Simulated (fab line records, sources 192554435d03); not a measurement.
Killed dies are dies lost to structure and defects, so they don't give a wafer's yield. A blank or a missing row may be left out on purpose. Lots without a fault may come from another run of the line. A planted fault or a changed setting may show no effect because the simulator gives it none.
Which tool did it? | flow n5_finfet | 10 lots, 30 wafers sampled, at 5 steps of a route of 1938

WHAT THE GAUGES READ, wafer by wafer
N5_BEOL_M2_THK_MEAS_01. Usual: M2_ILD_THK 79.1 nm, standard deviation 0.91.
lot  | measured     | on            | M2_ILD_THK (nm) | flag
L314 | day 8 03:28  | film_metro-01 | 78.4 79.2 79.3  |
L317 | day 8 18:38  | film_metro-01 | 78.6 77.3 77.9  |
L319 | day 9 02:12  | film_metro-02 | 78.8 80.4 79.8  |
L324 | day 10 04:29 | film_metro-01 | 79.7 80.0 79.5  |
L316 | day 12 10:01 | film_metro-01 | 79.2 78.3 80.2  |
L334 | day 12 10:56 | film_metro-02 | 79.7 79.0 79.8  |
L333 | day 12 15:26 | film_metro-01 | 79.4 78.7 80.2  |

N5_BEOL_M4_RC_MEAS_101. Usual: DIBL_N 36.0 mV/V, standard deviation 1.3; DIBL_P 36.2 mV/V, standard deviation 1.7; IOFF_N 0.155 nA/um, standard deviation 0.024; IOFF_P 0.21 nA/um, standard deviation 0.034; ION_N 674 uA/um, standard deviation 9; ION_P 463 uA/um, standard deviation 7.1; SS_N 71.4 mV/dec, standard deviation 0.5; SS_P 73.4 mV/dec, standard deviation 0.57; VT_N 250.0 mV, standard deviation 2.8; VT_P -251 mV, standard deviation 3.2.
lot  | measured     | on        | DIBL_N (mV/V)  | DIBL_P (mV/V)  | IOFF_N (nA/um)    | IOFF_P (nA/um) | ION_N (uA/um) | ION_P (uA/um) | SS_N (mV/dec)  | SS_P (mV/dec)  | VT_N (mV)         | VT_P (mV)      | flag
L314 | day 11 12:30 | prober-02 | 35.3 37.4 35.4 | 33.8 36.0 33.4 | 0.133 0.164 0.134 | 0.19 0.22 0.19 | 674 681 665   | 466 467 463   | 71.6 71.4 71.7 | 72.8 73.2 73.0 | 251.5 247.7 251.1 | -251 -250 -251 |
L317 | day 12 01:49 | prober-02 | 33.4 37.6 34.8 | 33.2 38.7 34.7 | 0.119 0.184 0.129 | 0.16 0.24 0.19 | 674 687 670   | 468 469 466   | 70.7 71.9 71.7 | 72.5 74.5 72.3 | 250.9 246.6 250.3 | -252 -245 -252 |
L319 | day 12 11:48 | prober-02 | 36.0 35.0 35.2 | 37.5 35.7 36.4 | 0.157 0.144 0.153 | 0.21 0.18 0.19 | 672 667 678   | 459 452 462   | 71.7 71.4 70.7 | 73.4 73.0 74.2 | 250.7 251.3 250.9 | -251 -252 -251 |
L324 | day 14 03:13 | prober-01 | 35.1 36.7 36.6 | 35.2 37.5 37.3 | 0.152 0.187 0.185 | 0.23 0.26 0.25 | 678 689 678   | 474 475 468   | 70.9 71.5 72.2 | 72.6 73.5 73.5 | 250.0 246.1 245.4 | -247 -244 -246 |
L316 | day 15 11:17 | prober-02 | 36.1 36.3 34.5 | 37.0 37.2 35.2 | 0.162 0.155 0.132 | 0.20 0.20 0.18 | 674 663 660   | 458 451 453   | 71.9 71.7 71.2 | 73.4 72.9 73.7 | 249.5 251.1 252.5 | -251 -254 -254 |
L334 | day 15 11:43 | prober-01 | 35.7 34.8 34.3 | 34.9 34.3 34.5 | 0.135 0.120 0.121 | 0.20 0.19 0.19 | 676 668 664   | 464 464 464   | 70.9 71.0 70.4 | 73.0 72.4 72.5 | 251.9 255.6 253.3 | -251 -249 -250 |
L333 | day 15 22:30 | prober-01 | 34.6 33.5 33.9 | 34.0 33.6 33.6 | 0.126 0.124 0.121 | 0.16 0.16 0.16 | 657 658 655   | 447 453 453   | 70.6 71.5 71.5 | 73.1 72.0 73.2 | 257.1 253.6 253.1 | -257 -256 -256 |

WHICH TOOL RAN EACH LOT (tool, then ch and the chambers of the sampled wafers, then the start)
lot  | N5_BEOL_M1_SPUTTER_92        | N5_BEOL_M1_ANNEAL_51             | N5_BEOL_M1_DEP_57
L314 | pvd_sputter-02, day 8 01:50  | rtp_anneal-01 ch 0, day 8 02:29  | pecvd-02 ch 0,1,2, day 8 03:17
L317 | pvd_sputter-02, day 8 16:56  | rtp_anneal-01 ch 0, day 8 17:34  | pecvd-03 ch 0,1,2, day 8 18:26
L319 | pvd_sputter-02, day 9 00:34  | rtp_anneal-02 ch 0, day 9 01:17  | pecvd-02 ch 1,2, day 9 02:00
L324 | pvd_sputter-03, day 10 02:49 | rtp_anneal-02 ch 0, day 10 03:32 | pecvd-03 ch 0,1, day 10 04:16
L326 | pvd_sputter-02, day 10 10:59 | rtp_anneal-01 ch 0, day 10 11:40 | pecvd-03 ch 0,1, day 10 12:31
L327 | pvd_sputter-02, day 10 20:43 | rtp_anneal-02 ch 0, day 10 21:25 | pecvd-03 ch 1,2, day 10 22:10
L328 | pvd_sputter-03, day 11 05:20 | rtp_anneal-02 ch 0, day 11 05:58 | pecvd-04 ch 1,2, day 11 06:45
L316 | pvd_sputter-01, day 12 08:23 | rtp_anneal-02 ch 0, day 12 09:02 | pecvd-02 ch 1,2, day 12 09:49
L334 | pvd_sputter-02, day 12 09:07 | rtp_anneal-02 ch 0, day 12 09:58 | pecvd-04 ch 0,1,2, day 12 10:45
L333 | pvd_sputter-01, day 12 13:49 | rtp_anneal-02 ch 0, day 12 14:27 | pecvd-04 ch 1,2, day 12 15:14
- N5_BEOL_M1_SPUTTER_92: material Cu, target thk 4.5 nm, time 8.29 s.
- N5_BEOL_M1_ANNEAL_51: time 90 s.
- N5_BEOL_M1_DEP_57: deposits SiCN from 3MS/NH3, target thk 8 nm, time 14 s.

WHAT THE TOOLS THEMSELVES READ (means of the sampled wafers that have a number; where no wafer has one, the mark that the record gives instead)
N5_BEOL_M1_SPUTTER_92. Usual: susceptor_temp_C -20.01 C, standard deviation 0.11; throttle_valve_pct 29.8 %, standard deviation 1.1.
lot  | tool           | susceptor_temp_C (C) | throttle_valve_pct (%) | flag
L314 | pvd_sputter-02 | -19.92               | 28.2                   |
L317 | pvd_sputter-02 | -20.07               | 29.3                   |
L319 | pvd_sputter-02 | -20.02               | 30.4                   |
L324 | pvd_sputter-03 | -20.12               | 29.3                   |
L326 | pvd_sputter-02 | -19.92               | 30.1                   |
L327 | pvd_sputter-02 | -20.07               | 30.8                   |
L328 | pvd_sputter-03 | -20.02               | 30.5                   |
L316 | pvd_sputter-01 | -19.86               | 29.8                   |
L334 | pvd_sputter-02 | -19.90               | 30.8                   |
L333 | pvd_sputter-01 | -19.99               | 29.3                   |

N5_BEOL_M1_ANNEAL_51. Usual: wafer_temp_C_max 226.03, standard deviation 0.27.
lot  | tool          | wafer_temp_C_max | flag
L314 | rtp_anneal-01 | 225.81           |
L317 | rtp_anneal-01 | 225.83           |
L319 | rtp_anneal-02 | 226.08           |
L324 | rtp_anneal-02 | 226.03           |
L326 | rtp_anneal-01 | 225.86           |
L327 | rtp_anneal-02 | 226.17           |
L328 | rtp_anneal-02 | 225.88           |
L316 | rtp_anneal-02 | 225.79           |
L334 | rtp_anneal-02 | 226.10           |
L333 | rtp_anneal-02 | 225.84           |

N5_BEOL_M1_DEP_57. Usual: chamber_pressure_Torr 3.000 Torr, standard deviation 0.0073; rf_fwd_power_W 199.4 W, standard deviation 0.94; showerhead_plenum_p_Torr 3.661 Torr, standard deviation 0.012; throttle_valve_pct 9.02 %, standard deviation 0.24.
lot  | tool     | chamber_pressure_Torr (Torr) | rf_fwd_power_W (W) | showerhead_plenum_p_Torr (Torr) | throttle_valve_pct (%) | flag
L314 | pecvd-02 | 3.001                        | 199.0              | 3.657                           | 8.98                   |
L317 | pecvd-03 | 3.007                        | 199.0              | 3.678                           | 8.93                   |
L319 | pecvd-02 | 3.000                        | 198.9              | 3.649                           | 9.07                   |
L324 | pecvd-03 | 3.002                        | 200.1              | 3.679                           | 9.14                   |
L326 | pecvd-03 | -                            | -                  | -                               | -                      | OFF
L327 | pecvd-03 | -                            | -                  | -                               | -                      | OFF
L328 | pecvd-04 | -                            | -                  | -                               | -                      | OFF
L316 | pecvd-02 | 3.004                        | 199.1              | 3.650                           | 9.03                   |
L334 | pecvd-04 | 3.004                        | 200.1              | 3.664                           | 9.12                   |
L333 | pecvd-04 | 3.009                        | 199.2              | 3.657                           | 9.09                   |

THE ANSWER, worked out from the rows above alone
Rule: a lot is off if the mean of its wafers that have a number lies more than 3 standard deviations from the usual mean. A lot without any number at a reading at which 4 lots or more have one is off too. The other lots that the step has rows for count as sound. The gauges are gone through in route order, then the tools' own readings, and for those a lot's mean is taken as printed above. The first step at which some lot is off is used, and at that step the reading that is off furthest; a lot without a number counts as furthest.
Off: L326, L327, L328, at N5_BEOL_M1_DEP_57 (chamber_pressure_Torr). Without a number there: L326, L327, L328.
A tool fits if, at that step or a process step before it, it ran every lot that is off, and no sound lot after the first of them. None of those tried fits.

WHAT THE SIMULATOR HAD PUT IN
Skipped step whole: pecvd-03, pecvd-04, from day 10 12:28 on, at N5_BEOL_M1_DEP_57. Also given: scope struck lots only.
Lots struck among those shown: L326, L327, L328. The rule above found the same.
